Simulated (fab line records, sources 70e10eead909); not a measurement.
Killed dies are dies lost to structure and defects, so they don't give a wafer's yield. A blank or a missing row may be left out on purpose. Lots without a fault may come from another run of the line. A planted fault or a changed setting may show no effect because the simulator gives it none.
Which tool did it? | flow nand_harc | 6 lots, 18 wafers sampled, at 5 steps of a route of 1302

WHAT THE GAUGES READ, wafer by wafer
NHARC_END_SORT_01.
lot  | measured     | on        | killed_at_array
L583 | day 30 20:20 | prober-02 | 61 51 51

WHICH TOOL RAN EACH LOT (tool, then ch and the chambers of the sampled wafers, then the start)
lot  | NHARC_A_SLIT_STRIP_18                         | NHARC_A_WL_FILL_ETCHBACK_17       | NHARC_A_WL_FILL_CVD_23           | NHARC_A_WL_FILL_ALD_19
L568 | rie_diel-10 ch 1,3, day 21 14:04 or earlier   | rie_metal-01 ch 0,1, day 21 14:04 | lpcvd_poly-02 ch 0, day 21 16:38 | ald_metal-02 ch 0,2,3, day 21 19:29
L573 | rie_diel-02 ch 0,1,3, day 22 08:47 or earlier | rie_metal-01 ch 0,1, day 22 08:47 | lpcvd_poly-01 ch 0, day 22 11:23 | ald_metal-02 ch 0,1,3, day 22 14:15
L577 | rie_diel-02 ch 0,3, day 24 22:37 or earlier   | rie_metal-03 ch 0,1, day 24 22:37 | lpcvd_poly-03 ch 0, day 25 01:16 | ald_metal-03 ch 1,2,3, day 25 04:08
L583 | rie_diel-07 ch 0,2,3, day 27 07:38 or earlier | rie_metal-01 ch 0,1, day 27 07:38 | lpcvd_poly-01 ch 0, day 27 10:54 | ald_metal-01 ch 1,2, day 27 13:47
L587 | rie_diel-07 ch 1,2,3, day 28 17:45 or earlier | rie_metal-01 ch 0,1, day 28 17:45 | lpcvd_poly-02 ch 0, day 28 20:16 | ald_metal-03 ch 0,1,3, day 28 23:08
L591 | rie_diel-02 ch 2,3, day 30 13:14 or earlier   | rie_metal-01 ch 0, day 30 13:14   | lpcvd_poly-02 ch 0, day 30 15:47 | ald_metal-02 ch 1,2,3, day 30 18:40
- NHARC_A_SLIT_STRIP_18: strips in O2.
- NHARC_A_WL_FILL_ETCHBACK_17: etches the open film in Cl2/BCl3, target depth 4 nm, time 26.7 s.
- NHARC_A_WL_FILL_CVD_23: deposits poly-Si, target thk 40 nm, time 800 s.
- NHARC_A_WL_FILL_ALD_19: deposits TiN, target thk 2 nm, pulse time 3 s, ald cycles 100.

THE ANSWER, worked out from the rows above alone
Rule: what is usual is taken from the lots themselves. Put in order of their means at a reading, lots are off if they are a third of the lots or fewer, leave a main group of 4 or more, and stand apart from it by a gap of 3 or more times the standard deviation of the main group's means; of several such gaps the widest counts. A main group whose means are all the same, to the digits that the tables above print for the reading, isn't used. A lot without any number at a reading at which 4 lots or more have one is off too. The other lots that the step has rows for count as sound.
No lot is off at any reading shown: from this, nothing can be told.

WHAT THE SIMULATOR HAD PUT IN
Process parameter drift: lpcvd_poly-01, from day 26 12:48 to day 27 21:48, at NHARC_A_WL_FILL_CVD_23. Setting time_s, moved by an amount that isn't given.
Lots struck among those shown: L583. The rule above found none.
